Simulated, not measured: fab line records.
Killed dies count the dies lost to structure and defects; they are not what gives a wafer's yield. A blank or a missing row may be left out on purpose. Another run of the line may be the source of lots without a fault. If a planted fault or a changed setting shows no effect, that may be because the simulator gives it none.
Matching of chambers + flow n5Finfet + 4 sister chambers for N5_HKMG_FIN_STRIP_89 on rieDiel-02
The step strips SOC in N2/H2, time 20 s. 4 wafers are shown with their chamber, then 10 later ones without.

EACH WAFER AND ITS CHAMBER
| wafer  | chamber | drypumpMotorCurrentA (A) |
|--------|---------|--------------------------|
| L075.4 | 3       | 4.7                      |
| L080.5 | 1       | 5.6                      |
| L081.2 | 0       | 5.8                      |
| L081.3 | 2       | 5.8                      |

WAFERS MISSING THEIR CHAMBER
| wafer  | drypumpMotorCurrentA (A) |
|--------|--------------------------|
| L081.5 | 5.8                      |
| L082.1 | 5.8                      |
| L082.4 | 5.9                      |
| L082.6 | 4.7                      |
| L093.2 | 5.8                      |
| L093.4 | 5.8                      |
| L093.6 | 5.8                      |
| L096.1 | 5.9                      |
| L096.2 | 4.7                      |
| L096.6 | 5.8                      |

WHICH CHAMBER EACH ONE RAN IN
| wafer  | from the rows above     | in truth |
|--------|-------------------------|----------|
| L081.5 | can't be placed: 0 or 2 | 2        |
| L082.1 | can't be placed: 0 or 2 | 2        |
| L082.4 | can't be placed: 0 or 2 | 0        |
| L082.6 | 3                       | 3        |
| L093.2 | can't be placed: 0 or 2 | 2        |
| L093.4 | can't be placed: 0 or 2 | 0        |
| L093.6 | can't be placed: 0 or 2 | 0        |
| L096.1 | can't be placed: 0 or 2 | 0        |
| L096.2 | 3                       | 3        |
| L096.6 | can't be placed: 0 or 2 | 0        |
Correctly placed: 2 of 10. Can't be placed from these rows: 8 (the true chamber is among the candidates in 8). 0 placed wrongly.
How it was worked out, from the rows above alone: a wafer's distance from a chamber is the root of the sum, over the readings, of the square of ((its reading less the chamber's mean) divided by the reading's scatter). The wafer belongs to the nearest chamber; if the next one is less than 2 further off, it can't be placed. Each chamber's mean is taken over the wafers shown for it. The scatter (one wafer shown for each chamber): square how far every hidden wafer sits from the nearest shown wafer, average those squares and take the square root.
